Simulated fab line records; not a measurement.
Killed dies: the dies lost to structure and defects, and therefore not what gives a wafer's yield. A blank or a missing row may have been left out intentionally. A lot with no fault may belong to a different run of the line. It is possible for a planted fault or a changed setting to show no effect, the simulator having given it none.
fab line records | flow n5Finfet
record: lots: 7 | wafers: 39
route steps=1938 shown DUMMY_GATE@237 GATE_CUT@500
startH: start of the lot's first displayed wafer, in hours after the record's first day | waitH: hours from the lot's prior step to this one | " repeats the value in the row above | L1.1+2: one row covering several wafers at once | - no value, or no start was given | * or withheld: withheld | < > ~ a bound
route shown NAME@n: NAME is a module with steps in the file, n the number in the route of the first one | usual: mean/standard deviation taken from wafers without a fault | same: alike in all rows | chamber/n: place in a boat | sites: the reading at each site | _std_site: the standard deviation of these | _edge_site: outer sites' mean less inner sites' | radiusMm: how far each site lies from the wafer's centre | mask NAME#n: copy n | behind: the last tool/chamber to shape the wafer | hold: reason for holding the lot/hours on hold/outcome of the hold | device: transistor that didn't switch, given as n, p or np | end of line: tests of these same wafers at the route's end | a step without rows: its recipe alone | killed: at the first sort, the dies lost to defects and structure; wafer yield is something else | map: dies across one wafer; x = killed, . = not, _ = none there
set.NAME: the setting the step ran with; set.NAME@STEP: the setting that earlier step ran with | model.NAME: the simulator's own value behind a step, which no gauge read
lots where settings were altered on purpose, with a table for each step and a row for each wafer
== steps ==
step: N5_DUMMY_GATE_ETCH_37
recipe: chemistry: N2/H2 | target: SOC | targetDepthA: 600 | overetchA: 300 | tempC: 40 | ionEnergyEv: 200 | pressureMtorr: 30 | sourceW: 840 | biasW: 150 | n2FlowSccm: 200 | h2FlowSccm: 200
usual: rfVppV: 523.9/2.3
lot.wafer | tool       | chamber | startH | waitH | set.sourceW | rfVppV
L079.1    | rieDiel-04 | 3       | 76.34  | 0.0   | 920.4       | 508.8
L079.2    | "          | 2       | "      | "     | 840         | 525.2
L079.3    | "          | 0       | "      | "     | 920.4       | 507.9
L079.4    | "          | 1       | "      | "     | 920.4       | 508.4
L079.5    | "          | 3       | "      | "     | 840         | 525.8
L079.6    | "          | 2       | "      | "     | 840         | 526.0
L080.1    | rieDiel-02 | 0       | 82.98  | 0.0   | 840         | 525.0
L080.2    | "          | 1       | "      | "     | 840         | 521.5
L080.3    | "          | 3       | "      | "     | 974.2       | 497.6
L080.4    | "          | 2       | "      | "     | 840         | 523.9
L080.5    | "          | 0       | "      | "     | 974.2       | 498.7
L080.6    | "          | 1       | "      | "     | 974.2       | 497.4
L090.4    | rieDiel-06 | 3       | 145.80 | 0.0   | 840         | 521.9
L090.5    | "          | 2       | "      | "     | 840         | 525.3
L090.6    | "          | 0       | "      | "     | 840         | 522.6
L092.1    | rieDiel-04 | 1       | 155.37 | 0.0   | 840         | 525.2
L092.2    | "          | 0       | "      | "     | 787.2       | 533.5
L092.3    | "          | 3       | "      | "     | 787.2       | 538.2
L092.4    | "          | 2       | "      | "     | 787.2       | 537.5
L092.5    | "          | 0       | "      | "     | 840         | 522.3
L092.6    | "          | 1       | "      | "     | 840         | 524.4
L094.1    | rieDiel-04 | 1       | 166.98 | 0.0   | 689         | 559.9
L094.2    | "          | 2       | "      | "     | 840         | 526.1
L094.3    | "          | 0       | "      | "     | 840         | 522.8
L094.4    | "          | 3       | "      | "     | 689         | 561.5
L094.5    | "          | 0       | "      | "     | 689         | 556.6
L094.6    | "          | 1       | "      | "     | 840         | 525.8
L095.1    | rieDiel-06 | 3       | 173.86 | 0.0   | 840         | 520.3
L095.2    | "          | 1       | "      | "     | 746.8       | 550.7
L095.3    | "          | 1       | "      | "     | 840         | 528.9
L095.4    | "          | 3       | "      | "     | 746.8       | 542.5
L095.5    | "          | 1       | "      | "     | 746.8       | 549.4
L095.6    | "          | 3       | "      | "     | 840         | 520.4
L097.1    | rieDiel-02 | 3       | 187.65 | 0.0   | 910.3       | 508.0
L097.2    | "          | 1       | "      | "     | 840         | 521.2
L097.3    | "          | 2       | "      | "     | 910.3       | 508.9
L097.4    | "          | 0       | "      | "     | 840         | 524.8
L097.5    | "          | 3       | "      | "     | 840         | 521.4
L097.6    | "          | 2       | "      | "     | 910.3       | 510.4
step: N5_DUMMY_GATE_ETCH_31
recipe: chemistry: C4F6/O2 | target: SiO2 | maskMaterial: SOC | targetDepthA: 825 | timeS: 27.5 | ionEnergyEv: 250 | pressureMtorr: 30 | sourceW: 345 | biasW: 185 | Ar_flow_sccm: 300 | C4F6_flow_sccm: 10 | O2_flow_sccm: 10
lot.wafer | tool       | chamber | startH | waitH | set.targetDepthA | model.etch.depthNm
L079.1    | rieDiel-04 | 2       | 76.62  | 0.0   | 825              | 81.04
L079.2    | "          | 1       | "      | "     | 825              | 83.47
L079.3    | "          | 0       | "      | "     | 825              | 79.93
L079.4    | "          | 3       | "      | "     | 825              | 81.01
L079.5    | "          | 1       | "      | "     | 825              | 82.06
L079.6    | "          | 0       | "      | "     | 825              | 79.69
L080.1    | rieDiel-02 | 1       | 83.27  | 0.0   | 902.2            | 92.44
L080.2    | "          | 3       | "      | "     | 825              | 85.09
L080.3    | "          | 2       | "      | "     | 825              | 79.25
L080.4    | "          | 0       | "      | "     | 902.2            | 91.22
L080.5    | "          | 2       | "      | "     | 902.2            | 86.85
L080.6    | "          | 1       | "      | "     | 825              | 84.9
L090.4    | rieDiel-04 | 1       | 146.06 | 0.0   | 825              | 82.9
L090.5    | "          | 2       | "      | "     | 825              | 80
L090.6    | "          | 1       | "      | "     | 825              | 84.16
L092.1    | rieDiel-06 | 2       | 155.65 | 0.0   | 742.5            | 71.41
L092.2    | "          | 3       | "      | "     | 742.5            | 74.25
L092.3    | "          | 0       | "      | "     | 825              | 81.93
L092.4    | "          | 2       | "      | "     | 825              | 80.12
L092.5    | "          | 3       | "      | "     | 742.5            | 74.38
L092.6    | "          | 0       | "      | "     | 825              | 81.73
L094.1    | rieDiel-02 | 1       | 167.26 | 0.0   | 825              | 83.78
L094.2    | "          | 0       | "      | "     | 825              | 82.23
L094.3    | "          | 3       | "      | "     | 825              | 84.35
L094.4    | "          | 2       | "      | "     | 825              | 79.7
L094.5    | "          | 1       | "      | "     | 825              | 82.54
L094.6    | "          | 2       | "      | "     | 825              | 78.7
L095.1    | rieDiel-04 | 2       | 174.28 | 0.1   | 825              | 80.25
L095.2    | "          | 1       | "      | "     | 825              | 82.81
L095.3    | "          | 0       | "      | "     | 873.7            | 86.12
L095.4    | "          | 3       | "      | "     | 873.7            | 85.77
L095.5    | "          | 2       | "      | "     | 825              | 79.87
L095.6    | "          | 3       | "      | "     | 873.7            | 86.47
L097.1    | rieDiel-02 | 3       | 187.93 | 0.0   | 825              | 83.56
L097.2    | "          | 1       | "      | "     | 915.9            | 91.88
L097.3    | "          | 0       | "      | "     | 915.9            | 92.13
L097.4    | "          | 2       | "      | "     | 825              | 78.58
L097.5    | "          | 0       | "      | "     | 915.9            | 92.15
L097.6    | "          | 3       | "      | "     | 825              | 83.7
step: N5_DUMMY_GATE_ETCH_32
recipe: chemistry: CF4 | target: SiO2 | targetDepthA: 35 | timeS: 3.9 | ionEnergyEv: 350 | pressureMtorr: 10 | icpW: 800 | biasW: 400 | cf4FlowSccm: 80
lot.wafer | tool     | chamber | startH | waitH | set.timeS | model.etch.depthNm
L079.1    | rieSi-06 | 2       | 76.86  | 0.1   | 3.9       | 3.363
L079.2    | "        | 0       | "      | "     | 3.9       | 3.509
L079.3    | "        | 3       | "      | "     | 3.404     | 2.899
L079.4    | "        | 1       | "      | "     | 3.9       | 3.358
L079.5    | "        | 3       | "      | "     | 3.404     | 2.902
L079.6    | "        | 0       | "      | "     | 3.404     | 3.08
L080.1    | rieSi-06 | 3       | 83.52  | 0.1   | 3.54      | 3.047
L080.2    | "        | 2       | "      | "     | 3.9       | 3.384
L080.3    | "        | 0       | "      | "     | 3.54      | 3.199
L080.4    | "        | 1       | "      | "     | 3.9       | 3.379
L080.5    | "        | 1       | "      | "     | 3.54      | 3.084
L080.6    | "        | 2       | "      | "     | 3.9       | 3.419
L090.4    | rieSi-04 | 3       | 146.31 | 0.1   | 3.9       | 3.501
L090.5    | "        | 3       | "      | "     | 3.9       | 3.514
L090.6    | "        | 2       | "      | "     | 3.9       | 3.228
L092.1    | rieSi-06 | 1       | 155.90 | 0.1   | 3.9       | 3.399
L092.2    | "        | 2       | "      | "     | 3.9       | 3.365
L092.3    | "        | 0       | "      | "     | 3.9       | 3.493
L092.4    | "        | 0       | "      | "     | 3.9       | 3.471
L092.5    | "        | 1       | "      | "     | 3.9       | 3.391
L092.6    | "        | 2       | "      | "     | 3.9       | 3.388
L094.1    | rieSi-01 | 2       | 167.50 | 0.1   | 3.9       | 3.421
L094.2    | "        | 0       | "      | "     | 3.9       | 3.208
L094.3    | "        | 1       | "      | "     | 3.9       | 3.366
L094.4    | "        | 3       | "      | "     | 3.9       | 3.623
L094.5    | "        | 0       | "      | "     | 3.9       | 3.262
L094.6    | "        | 1       | "      | "     | 3.9       | 3.35
L095.1    | rieSi-06 | 0       | 174.52 | 0.1   | 3.9       | 3.503
L095.2+6  | "        | 3       | "      | "     | 3.9       | 3.363
L095.3    | "        | 2       | "      | "     | 4.577     | 3.951
L095.4    | "        | 1       | "      | "     | 4.577     | 3.999
L095.5    | "        | 0       | "      | "     | 4.577     | 4.065
L097.1    | rieSi-06 | 1       | 188.18 | 0.1   | 3.9       | 3.418
L097.2    | "        | 2       | "      | "     | 4.33      | 3.729
L097.3    | "        | 0       | "      | "     | 3.9       | 3.497
L097.4    | "        | 3       | "      | "     | 3.9       | 3.346
L097.5    | "        | 2       | "      | "     | 4.33      | 3.757
L097.6    | "        | 3       | "      | "     | 4.33      | 3.691
step: N5_DUMMY_GATE_ETCH_42
recipe: chemistry: CHF3/O2 | target: SiO2 | targetDepthA: 35 | timeS: 31 | ionEnergyEv: 30 | biasW: 12 | pressureMtorr: 30 | sourceW: 600 | Ar_flow_sccm: 200 | CHF3_flow_sccm: 50 | O2_flow_sccm: 5
usual: rfVppV: 42.3/1.1
lot.wafer | tool       | chamber | startH | waitH | set.biasW | rfVppV
L079.1    | rieDiel-06 | 1       | 77.11  | 0.0   | 12        | 41.3
L079.2    | "          | 2       | "      | "     | 12        | 40.3
L079.3    | "          | 3       | "      | "     | 10.94     | 39.7
L079.4    | "          | 0       | "      | "     | 10.94     | 39.1
L079.5    | "          | 0       | "      | "     | 12        | 43.2
L079.6    | "          | 1       | "      | "     | 10.94     | 39.9
L080.1    | rieDiel-02 | 0       | 83.76  | 0.0   | 10.28     | 37.6
L080.2    | "          | 1       | "      | "     | 10.28     | 38.0
L080.3    | "          | 2       | "      | "     | 10.28     | 37.7
L080.4    | "          | 3       | "      | "     | 12        | 42.0
L080.5    | "          | 0       | "      | "     | 12        | 41.6
L080.6    | "          | 3       | "      | "     | 12        | 44.2
L090.4    | rieDiel-02 | 3       | 146.55 | 0.0   | 12        | 44.7
L090.5    | "          | 2       | "      | "     | 12        | 42.0
L090.6    | "          | 1       | "      | "     | 12        | 41.2
L092.1    | rieDiel-06 | 3       | 156.15 | 0.0   | 12        | 41.6
L092.2    | "          | 0       | "      | "     | 11.34     | 40.4
L092.3    | "          | 2       | "      | "     | 11.34     | 40.6
L092.4    | "          | 0       | "      | "     | 12        | 42.2
L092.5    | "          | 2       | "      | "     | 12        | 40.8
L092.6    | "          | 3       | "      | "     | 11.34     | 40.7
L094.1    | rieDiel-04 | 2       | 167.77 | 0.1   | 12        | 41.4
L094.2    | "          | 1       | "      | "     | 12        | 45.1
L094.3    | "          | 0       | "      | "     | 12        | 41.3
L094.4    | "          | 3       | "      | "     | 12        | 43.2
L094.5    | "          | 0       | "      | "     | 12        | 41.2
L094.6    | "          | 3       | "      | "     | 12        | 43.2
L095.1    | rieDiel-02 | 0       | 175.05 | 0.3   | 12        | 41.0
L095.2    | "          | 3       | "      | "     | 13.92     | 48.2
L095.3    | "          | 2       | "      | "     | 12        | 41.1
L095.4    | "          | 1       | "      | "     | 12        | 41.8
L095.5    | "          | 2       | "      | "     | 13.92     | 47.3
L095.6    | "          | 3       | "      | "     | 13.92     | 47.5
L097.1    | rieDiel-04 | 3       | 188.59 | 0.2   | 10.05     | 37.8
L097.2    | "          | 1       | "      | "     | 10.05     | 38.9
L097.3    | "          | 2       | "      | "     | 12        | 41.2
L097.4    | "          | 2       | "      | "     | 12        | 40.6
L097.5    | "          | 3       | "      | "     | 10.05     | 37.5
L097.6    | "          | 1       | "      | "     | 12        | 44.4
step: N5_GATE_CUT_CUT_ETCH_53
recipe: chemistry: SF6/Cl2 | target: W | maskMaterial: SiO2 | targetDepthA: 792 | pressureMtorr: 8 | icpW: 900 | biasW: 80 | SF6_flow_sccm: 40 | Cl2_flow_sccm: 60 | ends: cleared
usual: etchRfOnTimeS: 25.6/1
lot.wafer | tool        | chamber | startH | waitH | set.icpW | etchRfOnTimeS
L079.1    | rieMetal-03 | 1       | 118.30 | 0.1   | 900      | 25.7
L079.2    | "           | 1       | "      | "     | 900      | 25.8
L079.3    | "           | 1       | "      | "     | 900      | 25.7
L079.4    | "           | 1       | "      | "     | 900      | 25.9
L079.5    | "           | 1       | "      | "     | 900      | 25.8
L079.6    | "           | 1       | "      | "     | 900      | 25.8
L080.1    | rieMetal-03 | 1       | 122.71 | 0.1   | 850      | 26.8
L080.2    | "           | 1       | "      | "     | 850      | 26.8
L080.3    | "           | 1       | "      | "     | 900      | 25.6
L080.4    | "           | 1       | "      | "     | 900      | 25.5
L080.5    | "           | 1       | "      | "     | 900      | 25.7
L080.6    | "           | 1       | "      | "     | 850      | 26.9
L090.4    | rieMetal-02 | 1       | 184.18 | 0.1   | 900      | 24.5
L090.5    | "           | 1       | "      | "     | 900      | 24.5
L090.6    | "           | 0       | "      | "     | 900      | 27.1
L092.1    | rieMetal-02 | 0       | 194.63 | 0.1   | 1015     | 24.2
L092.2    | "           | 1       | "      | "     | 1015     | 21.9
L092.3    | "           | 0       | "      | "     | 900      | 26.9
L092.4    | "           | 1       | "      | "     | 1015     | 22.0
L092.5    | "           | 1       | "      | "     | 900      | 24.3
L092.6    | "           | 0       | "      | "     | 900      | 27.0
L094.1    | rieMetal-03 | 0       | 209.40 | 0.1   | 993.1    | 23.1
L094.2    | "           | 1       | "      | "     | 993.1    | 23.4
L094.3    | "           | 0       | "      | "     | 900      | 24.9
L094.4    | "           | 1       | "      | "     | 900      | 25.8
L094.5    | "           | 0       | "      | "     | 993.1    | 22.9
L094.6    | "           | 1       | "      | "     | 900      | 25.5
L095.1    | rieMetal-03 | 1       | 211.29 | 0.1   | 900      | 25.7
L095.2    | "           | 0       | "      | "     | 900      | 25.3
L095.3    | "           | 0       | "      | "     | 801.5    | 27.9
L095.4    | "           | 1       | "      | "     | 801.5    | 28.5
L095.5    | "           | 0       | "      | "     | 900      | 25.3
L095.6    | "           | 1       | "      | "     | 801.5    | 28.7
L097.1    | rieMetal-03 | 1       | 225.35 | 0.1   | 900      | 26.0
L097.2    | "           | 0       | "      | "     | 900      | 25.1
L097.3    | "           | 0       | "      | "     | 900      | 25.4
L097.4    | "           | 1       | "      | "     | 900      | 25.8
L097.5    | "           | 0       | "      | "     | 900      | 25.4
L097.6    | "           | 1       | "      | "     | 900      | 25.6
== key ==
split: step: N5_DUMMY_GATE_ETCH_37 | setting: sourceW | stated: 840 | by: wafer
response: step: N5_DUMMY_GATE_ETCH_37 | reading: rfVppV | change: -1.83 | per: 1% | r: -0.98
split: step: N5_DUMMY_GATE_ETCH_31 | setting: targetDepthA | stated: 825 | by: wafer
response: step: N5_DUMMY_GATE_ETCH_31 | reading: model.etch.depthNm | change: +0.835 | per: 1% | r: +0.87
split: step: N5_DUMMY_GATE_ETCH_32 | setting: timeS | stated: 3.9 | by: wafer
response: step: N5_DUMMY_GATE_ETCH_32 | reading: model.etch.depthNm | change: +0.0329 | per: 1% | r: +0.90
split: step: N5_DUMMY_GATE_ETCH_42 | setting: biasW | stated: 12 | by: wafer
response: step: N5_DUMMY_GATE_ETCH_42 | reading: rfVppV | change: +0.311 | per: 1% | r: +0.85
split: step: N5_GATE_CUT_CUT_ETCH_53 | setting: icpW | stated: 900 | by: wafer
response: step: N5_GATE_CUT_CUT_ETCH_53 | reading: etchRfOnTimeS | change: * | per: 1% | r: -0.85
